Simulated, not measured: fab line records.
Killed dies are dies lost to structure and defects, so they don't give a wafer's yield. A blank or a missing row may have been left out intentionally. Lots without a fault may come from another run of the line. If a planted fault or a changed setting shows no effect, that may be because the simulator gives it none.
Chamber matching | flow n5 finfet | N5_BEOL_M1_CO_CAP_55 on cvd co-02: 3 sister chambers
The step material Co, precursor CCTBA/H2, target thk 2 nm, time 102.1 s. 16 wafers are shown with their chamber, then 8 later ones without.

WAFERS PAIRED WITH THEIR CHAMBERS
wafer  | chamber | heater power w (W) | chamber pressure Torr (Torr)
L075.3 | 0       | 223                | 29.87
L075.5 | 0       | 220                | 30.01
L075.6 | 2       | 227                | 30.03
L077.2 | 1       | 239                | 29.89
L077.5 | 2       | 226                | 30.02
L077.6 | 1       | 240                | 29.86
L078.1 | 1       | 239                | 29.98
L078.3 | 2       | 233                | 30.03
L078.6 | 2       | 228                | 29.92
L082.1 | 0       | 222                | 29.90
L082.2 | 1       | 241                | 29.94
L082.4 | 0       | 221                | 29.96
L084.3 | 0       | 219                | 29.93
L084.4 | 0       | 224                | 29.91
L084.5 | 2       | 237                | 29.86
L086.1 | 0       | 220                | 29.99

SIGNATURES (means of the wafers above)
reading               | chamber 0 | chamber 1 | chamber 2 | scatter within a chamber
heater power w        | 221.29    | 239.75    | 230.20    | 2.9
chamber pressure Torr | 29.9386   | 29.9175   | 29.9720   | 0.0608
Rule: for a wafer and a chamber, the distance is found by dividing, reading by reading, the gap between the wafer's reading and the chamber's mean by the reading's scatter, squaring, summing and taking the root. If the next closest chamber is less than 2 further off than the closest, the wafer can't be placed; otherwise it belongs to the closest. How the scatter is found: for the shown wafers, subtract from each reading the mean of its chamber, square and add these, divide the total by (wafers less chambers), then take the root.

WAFERS WITHOUT THEIR CHAMBER
wafer  | heater power w (W) | chamber pressure Torr (Torr)
L086.2 | 232                | 29.90
L086.4 | 228                | 29.97
L091.1 | 239                | 30.01
L091.3 | 237                | 29.91
L091.4 | 224                | 29.92
L096.2 | 241                | 29.95
L096.3 | 229                | 30.02
L096.4 | 237                | 29.94

WHICH CHAMBER EACH WENT THROUGH
wafer  | from the rows above     | in truth
L086.2 | can't be placed: 2 or 1 | 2
L086.4 | can't be placed: 2 or 0 | 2
L091.1 | can't be placed: 1 or 2 | 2
L091.3 | can't be placed: 1 or 2 | 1
L091.4 | can't be placed: 0 or 2 | 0
L096.2 | 1                       | 1
L096.3 | 2                       | 2
L096.4 | can't be placed: 1 or 2 | 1
Correct placement for 2 of the 8. Can't be placed from these rows: 6 (the true chamber is among the candidates in 6). Number placed wrongly: 0.
